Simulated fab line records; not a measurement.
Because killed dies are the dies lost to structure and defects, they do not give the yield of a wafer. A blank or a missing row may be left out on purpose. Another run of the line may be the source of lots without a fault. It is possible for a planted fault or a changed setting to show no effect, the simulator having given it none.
Chamber matching ; flow nandHarc ; pecvd-01 running NHARC_THIN_TSV_DEP_43: 3 sister chambers
The step deposits SiO2, target thk 1328.5 nm. 16 wafers are shown with their chamber, then 8 later ones without.

WAFERS PAIRED WITH THEIR CHAMBERS
wafer;chamber;showerheadVppV (V);throttleValvePct (%);rfFwdPowerW (W)
L243.3;2;1830;15.6;896
L243.5;1;1928;15.6;902
L243.6;0;1903;14.6;900
L246.2;0;1900;14.5;894
L246.5;2;1824;15.5;892
L246.6;0;1900;14.6;892
L252.2;1;1969;16.1;895
L252.4;0;1892;15.0;900
L252.5;2;1840;15.6;896
L255.2;0;1877;14.9;898
L255.4;1;1950;15.7;900
L255.5;0;1853;15.1;898
L253.1;0;1886;15.0;893
L253.2;2;1807;15.8;899
L253.4;0;1859;14.9;902
L256.1;1;1919;15.9;897

SIGNATURES, as means of the wafers listed above
reading;chamber 0;chamber 1;chamber 2;scatter within a chamber
showerheadVppV;1883.75;1941.50;1825.25;18.9
throttleValvePct;14.825;15.825;15.625;0.206
rfFwdPowerW;897.12;898.50;895.75;3.38
Rule: a wafer's distance from a chamber is the root of the sum, over the readings, of the square of ((its reading less the chamber's mean) divided by the reading's scatter). The wafer belongs to the nearest chamber; if the next one is less than 2 further off, it can't be placed. The scatter: the root of (the sum of the squares of (reading less its chamber's mean) over the shown wafers, divided by (wafers less chambers)).

WAFERS WITHOUT THEIR CHAMBER
wafer;showerheadVppV (V);throttleValvePct (%);rfFwdPowerW (W)
L256.2;1801;15.8;905
L256.3;1880;14.8;898
L257.1;1928;16.0;899
L257.2;1891;14.8;898
L257.3;1824;15.9;901
L261.1;1846;15.9;898
L261.4;1846;15.9;899
L261.6;1881;14.7;896

WHICH CHAMBER EACH WENT THROUGH
wafer;from the rows above;in truth
L256.2;2;2
L256.3;0;0
L257.1;1;1
L257.2;0;0
L257.3;2;2
L261.1;2;2
L261.4;2;2
L261.6;0;0
Placed correctly: 8 of 8. Number that these rows cannot place: 0. Number placed wrongly: 0.
